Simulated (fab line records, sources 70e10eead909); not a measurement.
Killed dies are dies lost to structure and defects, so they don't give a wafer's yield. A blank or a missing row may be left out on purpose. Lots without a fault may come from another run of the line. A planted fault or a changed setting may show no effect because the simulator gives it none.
Chamber matching | flow nand_harc | NHARC_P_CONTACT_ALD_22 on ald_metal-02: 4 sister chambers
The step deposits TiN, target thk 3 nm, pulse time 1 s, ald cycles 150. 8 wafers are shown with their chamber, then 9 later ones without.

WAFERS WITH THEIR CHAMBER
wafer  | chamber | heater_power_w (W) | susceptor_temp_C (C)
L074.5 | 1       | 1287               | 450.22
L077.6 | 1       | 1296               | 449.85
L081.1 | 3       | 1083               | 449.87
L083.3 | 2       | 1205               | 450.14
L083.5 | 2       | 1235               | 450.13
L085.1 | 0       | 1074               | 450.24
L085.2 | 3       | 1084               | 449.79
L085.6 | 0       | 1136               | 450.02

WAFERS WITHOUT THEIR CHAMBER
wafer  | heater_power_w (W) | susceptor_temp_C (C)
L087.3 | 1090               | 450.68
L087.5 | 1149               | 449.69
L087.6 | 1070               | 449.95
L092.1 | 1336               | 450.12
L092.3 | 1091               | 450.00
L092.6 | 1371               | 449.89
L095.1 | 1084               | 450.39
L095.2 | 1090               | 450.30
L095.3 | 1343               | 450.21

WHICH CHAMBER EACH WENT THROUGH
wafer  | from the rows above          | in truth
L087.3 | can't be placed: 0 or 3      | 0
L087.5 | can't be placed: 3 or 0 or 2 | 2
L087.6 | can't be placed: 3 or 0      | 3
L092.1 | 1                            | 1
L092.3 | can't be placed: 0 or 3      | 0
L092.6 | 1                            | 1
L095.1 | can't be placed: 0 or 3      | 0
L095.2 | can't be placed: 0 or 3      | 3
L095.3 | 1                            | 1
Placed correctly: 3 of 9. Can't be placed from these rows: 6 (the true chamber is among the candidates in 6). Placed wrongly: 0.
How it was worked out, from the rows above alone: a wafer's distance from a chamber is the root of the sum, over the readings, of the square of ((its reading less the chamber's mean) divided by the reading's scatter). The wafer belongs to the nearest chamber; if the next one is less than 2 further off, it can't be placed. A chamber's mean is the mean of its shown wafers. The scatter: the root of (the sum of the squares of (reading less its chamber's mean) over the shown wafers, divided by (wafers less chambers)).
